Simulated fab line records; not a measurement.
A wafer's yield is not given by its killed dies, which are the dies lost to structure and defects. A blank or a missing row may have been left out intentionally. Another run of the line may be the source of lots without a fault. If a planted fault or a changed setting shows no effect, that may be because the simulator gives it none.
Split-lot experiment -- flow n5 finfet -- route with 1938 steps; 7 lots, 21 wafers read

## THE SPLIT
At N5_WELL_APT_PEB_06 (peb time 90 s), the setting peb time s was moved away from the recipe's 90 s on 9 of the 21 wafers read, by -17.9% to +20.6%. The other wafers ran this setting at the recipe's value.

## FROM THE SPLIT TO THE READING: what the file shows between them, 2 steps
- N5_WELL_APT_DEVELOP_07: develop time 45 s
- N5_WELL_APT_HARDBAKE_12: time 120 s

## THE READING
Shown in nm: cd nm at N5_WELL_APT_CD_MEAS_08, with target cd 200 nm. A value of 200.0 nm with a standard deviation of 1.3 nm is what fault-free wafers of this fab line usually give.

wafer,"tool, chamber at the split","peb time s as run, s",against the recipe,"cd nm, nm",against lot-mates on the recipe
L074.3,"litho track-05, 0",90,recipe,199.8,-
L074.5,"litho track-05, 0",90,recipe,198.3,-
L074.6,"litho track-05, 0",90,recipe,199.5,-
L076.1,"litho track-01, 0",73.92,-17.9%,193.1,-8.6
L076.4,"litho track-01, 0",90,recipe,201.7,-
L076.6,"litho track-01, 0",73.92,-17.9%,193.8,-7.9
L079.1,"litho track-02, 0",90,recipe,200.1,-
L079.2,"litho track-02, 0",90,recipe,198.6,-
L079.6,"litho track-02, 0",90,recipe,199.7,-
L082.4,"litho track-02, 0",108.5,+20.6%,206.2,+7.2
L082.5,"litho track-02, 0",108.5,+20.6%,205.8,+6.8
L082.6,"litho track-02, 0",90,recipe,199.0,-
L085.4,"litho track-05, 0",90,recipe,199.2,-
L085.5,"litho track-05, 0",76.42,-15.1%,192.1,-7.1
L085.6,"litho track-05, 0",76.42,-15.1%,193.1,-6.1
L087.1,"litho track-05, 0",107.2,+19.1%,206.7,+6.3
L087.2,"litho track-05, 0",107.2,+19.1%,206.2,+5.8
L087.4,"litho track-05, 0",90,recipe,200.4,-
L090.2,"litho track-01, 0",79.6,-11.6%,195.2,-4.9
L090.5,"litho track-01, 0",90,recipe,199.2,-
L090.6,"litho track-01, 0",90,recipe,201.1,-

THE FIT
A straight line over all 21 wafers: cd nm changes by +0.359 nm for each +1% of peb time s; r = +0.98; the points scatter about the line by 0.99 nm.
The same after taking each lot's own level away (the mean of its wafers on the recipe; 21 wafers): +0.382 nm for each +1%; r = +0.99; scatter 0.78 nm.
On that fit, the largest move of peb time s shifts the reading by 7.9 nm.
Across the lots, their own levels run from 199.00 to 201.70 nm, a range of 2.1 times the standard deviation given above.
So the lot-to-lot level changes the slope little: the two slopes agree.
Check: for one of the wafers moved furthest among these (+20.6%), held out of the fit, the line's prediction against its lot-mates is +7.47 nm. Against them it came out at +7.2 nm.

## THE OTHER SPLITS THESE WAFERS WENT THROUGH
Note: prior to the reading, these wafers also went through further splits. Each is held against what the fit with the lots' levels taken away leaves over:
other split on the same wafers,wafers away from the commonest value,r with cd nm (lot level and that fit taken away)
N5_ZERO_LAYER_EXPOSE_08 dose mj,10,+0.32
N5_ZERO_LAYER_DEVELOP_10 develop time s,6,-0.31

## THE WHOLE CHAIN: every reading that the file lists as answering this split, in the file's order
step,what it does,reading,change (the file's fit),r (the file's)
N5_WELL_APT_CD_MEAS_08,target cd 200 nm,cd nm,+0.386 nm for each +1% of the setting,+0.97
N5_WELL_APT_DESCUM_13,"chemistry O2, time 7.9 s","WELL_APT.cd nm (the simulator's own value, which no gauge read)",+0.376 nm for each +1% of the setting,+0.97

## FILE'S OWN FIT
cd nm changes by +0.386 nm for each +1% of peb time s, r = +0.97.
